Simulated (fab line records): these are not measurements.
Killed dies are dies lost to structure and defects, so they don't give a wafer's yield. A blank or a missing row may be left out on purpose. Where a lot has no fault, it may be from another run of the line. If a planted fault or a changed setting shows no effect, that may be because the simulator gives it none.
Chamber matching + flow nand_harc + NHARC_THIN_TSV_ETCH_44 on rie_diel-06 has 4 sister chambers
The step etches the open film in CF4/O2, target depth 1594.2 nm, time 797.1 s. 4 wafers are shown with their chamber, then 7 later ones without.

## WAFERS, EACH WITH ITS CHAMBER
| wafer  | chamber | rf_vpp_V (V) |
|--------|---------|--------------|
| L747.2 | 3       | 799          |
| L747.5 | 1       | 788          |
| L752.2 | 2       | 791          |
| L752.4 | 0       | 796          |

## WAFERS WITHOUT THEIR CHAMBER
| wafer  | rf_vpp_V (V) |
|--------|--------------|
| L752.6 | 800          |
| L751.1 | 796          |
| L751.2 | 800          |
| L751.5 | 788          |
| L754.2 | 791          |
| L754.4 | 788          |
| L754.6 | 792          |

## WHICH CHAMBER EACH ONE RAN IN
| wafer  | from the rows above | in truth |
|--------|---------------------|----------|
| L752.6 | 3                   | 3        |
| L751.1 | 0                   | 0        |
| L751.2 | 3                   | 3        |
| L751.5 | 1                   | 1        |
| L754.2 | 2                   | 2        |
| L754.4 | 1                   | 1        |
| L754.6 | 2                   | 2        |
7 of 7 placed correctly. Number that these rows cannot place: 0. Number placed wrongly: 0.
How it was worked out, from the rows above alone: a wafer's distance from a chamber is the root of the sum, over the readings, of the square of ((its reading less the chamber's mean) divided by the reading's scatter). If the next closest chamber is less than 2 further off than the closest, the wafer can't be placed; otherwise it belongs to the closest. Each chamber's mean is taken over the wafers shown for it. The scatter: with one shown wafer a chamber, the root of the mean of the squares of how far each hidden wafer lies from its nearest shown one.
